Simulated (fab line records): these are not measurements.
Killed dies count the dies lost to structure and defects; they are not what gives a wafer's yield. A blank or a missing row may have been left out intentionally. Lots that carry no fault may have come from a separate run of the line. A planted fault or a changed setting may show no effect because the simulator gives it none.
The tool behind it: which one? -- flow n5_finfet -- 28 wafers from 12 lots sampled at 5 of the route's 1938 steps

== WHAT EACH GAUGE READ, for each wafer ==
N5_BEOL_M1_CD_MEAS_18: pitch 36 nm, target cd 18 nm. Usual: cd_nm at 18.0 nm, with a standard deviation of 0.39.
lot,measured,on,cd_nm (nm),flag
L976,day 6 10:50,cd_sem-01,17.7 17.9,
L977,day 6 19:50,cd_sem-03,18.0 18.0,
L980,day 7 09:26,cd_sem-03,18.2 17.9 18.1,
L981,day 7 15:19,cd_sem-03,17.6 18.0 17.5,
L983,day 8 06:00,cd_sem-02,18.2 17.7 18.2,
L985,day 9 00:50,cd_sem-03,17.6 17.7,
L988,day 9 16:37,cd_sem-01,17.7 17.6,
L987,day 10 01:43,cd_sem-01,18.1 18.3,
L990,day 10 13:52,cd_sem-03,18.3 17.4 17.9,
L991,day 10 14:40,cd_sem-03,17.8 17.7,
L993,day 10 21:40,cd_sem-03,17.4 17.6,
L994,day 11 00:00,cd_sem-03,18.0 18.8,

N5_BEOL_M4_RC_MEAS_101. Usual: DIBL_N 36.0 mV/V, standard deviation 2; DIBL_P 35.9 mV/V, standard deviation 2.5; IOFF_N 0.16 nA/um, standard deviation 0.038; IOFF_P 0.21 nA/um, standard deviation 0.04; ION_N 675 uA/um, standard deviation 14; ION_P 462 uA/um, standard deviation 9.4; SS_N 71.5 mV/dec, standard deviation 0.75; SS_P 73.2 mV/dec, standard deviation 0.74; VT_N 250 mV, standard deviation 3.9; VT_P -251 mV, standard deviation 3.2.
lot,measured,on,DIBL_N (mV/V),DIBL_P (mV/V),IOFF_N (nA/um),IOFF_P (nA/um),ION_N (uA/um),ION_P (uA/um),SS_N (mV/dec),SS_P (mV/dec),VT_N (mV),VT_P (mV),flag
L976,day 7 20:10,prober-01,35.2 36.8,35.1 35.2,0.17 0.21,0.22 0.22,691 694,472 466,70.9 71.7,73.1 73.5,244 242,-245 -246,
L977,day 8 10:36,prober-01,40.0 32.6,37.8 30.3,0.23 0.12,0.28 0.18,690 679,468 474,72.1 69.8,74.2 72.2,242 249,-246 -251,
L980,day 9 00:43,prober-02,36.9 37.0 37.0,37.7 39.5 38.4,0.20 0.18 0.18,0.25 0.28 0.26,705 681 692,478 474 479,71.5 71.4 71.2,73.2 74.4 73.7,244 249 247,-246 -249 -248,
L981,day 9 08:00,prober-02,32.5 35.9 35.7,32.2 35.1 35.0,0.11 0.15 0.15,0.16 0.19 0.18,679 676 675,473 460 464,69.6 70.2 70.1,71.7 73.4 72.7,256 251 251,-251 -251 -249,
L983,day 9 20:21,prober-02,35.6 34.8 35.3,34.3 33.3 34.1,0.16 0.13 0.14,0.23 0.22 0.23,701 683 686,483 475 472,71.3 69.7 70.6,72.8 72.4 72.8,243 248 248,-245 -248 -247,
L985,day 10 13:32,prober-02,35.7 36.6,36.2 37.1,0.15 0.18,0.21 0.20,659 673,460 457,71.7 71.1,73.8 72.8,252 246,-251 -251,
L988,day 11 03:13,prober-01,37.8 35.9,37.0 37.3,0.22 0.17,0.23 0.24,678 665,454 459,72.3 71.3,73.3 73.5,245 249,-250 -245,
L987,day 11 09:38,prober-01,33.6 37.2,33.9 37.7,0.11 0.18,0.16 0.20,669 682,461 460,71.3 71.8,72.5 73.6,254 248,-254 -254,
L990,day 12 04:15,prober-01,38.6 38.6 35.6,39.3 39.2 36.2,0.22 0.21 0.17,0.24 0.26 0.20,685 683 696,466 472 474,72.4 72.2 71.3,73.3 73.0 72.3,248 248 248,-251 -248 -249,
L991,day 12 08:29,prober-01,34.9 39.8,34.7 40.8,0.13 0.25,0.18 0.29,658 683,448 465,72.0 72.4,73.1 74.8,254 242,-253 -246,
L993,day 12 09:13,prober-02,41.3 34.4,42.8 34.7,0.28 0.13,0.35 0.19,705 673,482 464,72.3 70.6,74.6 72.5,240 252,-243 -252,
L994,day 12 09:59,prober-01,33.9 39.8,30.5 39.0,0.13 0.27,0.16 0.30,653 696,444 469,70.8 72.6,72.2 73.9,252 241,-256 -244,

== TOOL THAT RAN EACH LOT (tool first, then ch and the chambers of the sampled wafers, then the start) ==
lot,N5_BEOL_M1_STRIP_19,N5_BEOL_M1_ALD_98,N5_BEOL_M1_ETCH_41
L976,"rie_diel-02 ch 0,2, day 6 10:46","ald_sin-01 ch 1,3, day 6 12:06","rie_diel-01 ch 0,1, day 6 12:29"
L977,"rie_diel-06 ch 0,1, day 6 19:46","ald_sin-01 ch 0,3, day 6 20:32","rie_diel-06 ch 1, day 6 21:01"
L980,"rie_diel-01 ch 0,3, day 7 09:21","ald_sin-02 ch 0,1, day 7 10:08","rie_diel-01 ch 0,2,3, day 7 13:43"
L981,"rie_diel-06 ch 0,1,3, day 7 15:14","ald_sin-02 ch 1,3, day 7 15:53","rie_diel-02 ch 2,3, day 7 18:26"
L983,"rie_diel-02 ch 1,2,3, day 8 05:55","ald_sin-01 ch 0,2,3, day 8 06:53","rie_diel-02 ch 1,2,3, day 8 10:17"
L985,"rie_diel-01 ch 3, day 9 00:46","ald_sin-01 ch 2,3, day 9 01:32","rie_diel-06 ch 0,2, day 9 04:40"
L988,"rie_diel-02 ch 1, day 9 16:32","ald_sin-02 ch 1,2, day 9 17:31","rie_diel-02 ch 1, day 9 19:10"
L987,"rie_diel-02 ch 1,2, day 10 01:39","ald_sin-01 ch 1,2, day 10 02:31","rie_diel-06 ch 0,1, day 10 02:53"
L990,"rie_diel-01 ch 0,1, day 10 13:48","ald_sin-04 ch 2,3, day 10 14:36","rie_diel-06 ch 1,3, day 10 14:59"
L991,"rie_diel-02 ch 2,3, day 10 14:35","ald_sin-02 ch 0,2, day 10 16:01","rie_diel-02 ch 2,3, day 10 17:55"
L993,"rie_diel-06 ch 3, day 10 21:35","ald_sin-02 ch 3, day 10 22:22","rie_diel-06 ch 2, day 10 22:55"
L994,"rie_diel-01 ch 1,3, day 10 23:56","ald_sin-04 ch 1,2, day 11 00:34","rie_diel-06 ch 1,2, day 11 01:53"
- N5_BEOL_M1_STRIP_19: strips in O2.
- N5_BEOL_M1_ALD_98: deposits SiO2, target thk 2.5 nm, pulse time 1 s, co reactant pulse time 1 s.
- N5_BEOL_M1_ETCH_41: etches SiCN in CH3F/O2, target depth 31.9 nm, time 57.8 s.

== AS READ BY THE TOOLS THEMSELVES (means over the sampled wafers that have a number; for cases with no such wafer, the mark the record gives instead) ==
N5_BEOL_M1_STRIP_19. Usual: drypump_motor_current_A 5.62 A, standard deviation 0.29; oes_product_au 0.77 a.u., standard deviation 0.097; rf_vpp_V 3.6 V, standard deviation 0.54; showerhead_plenum_p_Torr 2.11 Torr, standard deviation 0.051; throttle_valve_pct 16.78 %, standard deviation 0.28.
lot,tool,drypump_motor_current_A (A),oes_product_au (a.u.),rf_vpp_V (V),showerhead_plenum_p_Torr (Torr),throttle_valve_pct (%),flag
L976,rie_diel-02,5.75,0.81,2.5,2.14,16.55,
L977,rie_diel-06,5.64,0.73,3.5,2.20,16.86,
L980,rie_diel-01,5.23,0.75,3.6,2.10,16.94,
L981,rie_diel-06,5.40,0.72,3.8,2.13,16.97,
L983,rie_diel-02,5.74,0.71,3.7,2.10,16.77,
L985,rie_diel-01,5.22,0.68,3.6,2.08,16.99,
L988,rie_diel-02,5.88,0.70,3.7,2.10,16.73,
L987,rie_diel-02,5.77,0.86,3.5,2.10,16.41,
L990,rie_diel-01,5.35,0.82,3.7,2.14,16.84,
L991,rie_diel-02,5.72,0.84,3.2,2.08,16.59,
L993,rie_diel-06,4.91,0.68,3.1,1.98,17.25,
L994,rie_diel-01,5.37,0.70,3.7,2.12,16.88,

N5_BEOL_M1_ALD_98. Usual: heater_power_w 78 W, standard deviation 8; precursor_pulse_height_rel 0.999, standard deviation 0.021.
lot,tool,heater_power_w (W),precursor_pulse_height_rel,flag
L976,ald_sin-01,80,1.018,
L977,ald_sin-01,72,1.010,
L980,ald_sin-02,76,1.002,
L981,ald_sin-02,77,0.986,
L983,ald_sin-01,76,1.020,
L985,ald_sin-01,80,0.990,
L988,ald_sin-02,84,0.974,
L987,ald_sin-01,84,0.982,
L990,ald_sin-04,80,1.007,
L991,ald_sin-02,88,0.986,
L993,ald_sin-02,80,0.980,
L994,ald_sin-04,74,1.000,

N5_BEOL_M1_ETCH_41. Usual: drypump_motor_current_A 5.5 A, standard deviation 0.35; oes_product_au 0.76 a.u., standard deviation 0.087; rf_vpp_V 297.6 V, standard deviation 1.3; showerhead_plenum_p_Torr 2.01 Torr, standard deviation 0.05; throttle_valve_pct 16.46 %, standard deviation 0.28.
lot,tool,drypump_motor_current_A (A),oes_product_au (a.u.),rf_vpp_V (V),showerhead_plenum_p_Torr (Torr),throttle_valve_pct (%),flag
L976,rie_diel-01,5.4,0.83,298.6,2.05,16.41,
L977,rie_diel-06,6.0,0.71,299.6,2.06,16.55,
L980,rie_diel-01,5.5,0.77,296.8,2.00,16.59,
L981,rie_diel-02,5.7,0.71,298.1,1.99,16.48,
L983,rie_diel-02,5.8,0.70,297.7,2.00,16.42,
L985,rie_diel-06,5.2,0.81,297.8,2.05,16.24,
L988,rie_diel-02,5.9,0.71,296.8,2.00,16.37,
L987,rie_diel-06,5.6,0.72,298.4,2.08,16.44,
L990,rie_diel-06,5.2,0.70,296.3,1.97,16.89,
L991,rie_diel-02,5.7,0.81,298.0,1.99,16.25,
L993,rie_diel-06,5.0,0.97,296.7,2.02,16.20,
L994,rie_diel-06,5.5,0.89,298.3,2.04,16.41,

== THE ANSWER, worked out from the rows above alone ==
Rule: lot off if the mean of its wafers having a number is beyond 3 standard deviations from the usual mean. Also off: a lot with no number at a reading for which 4 or more lots have one. The other lots that the step has rows for count as sound. The gauges are gone through in route order, then the tools' own readings, and for those a lot's mean is taken as printed above. The first step at which some lot is off is used, and at that step the reading that is off furthest; a lot without a number counts as furthest.
None of the lots is off at any reading shown; this tells nothing.

== WHAT THE SIMULATOR HAD PUT IN ==
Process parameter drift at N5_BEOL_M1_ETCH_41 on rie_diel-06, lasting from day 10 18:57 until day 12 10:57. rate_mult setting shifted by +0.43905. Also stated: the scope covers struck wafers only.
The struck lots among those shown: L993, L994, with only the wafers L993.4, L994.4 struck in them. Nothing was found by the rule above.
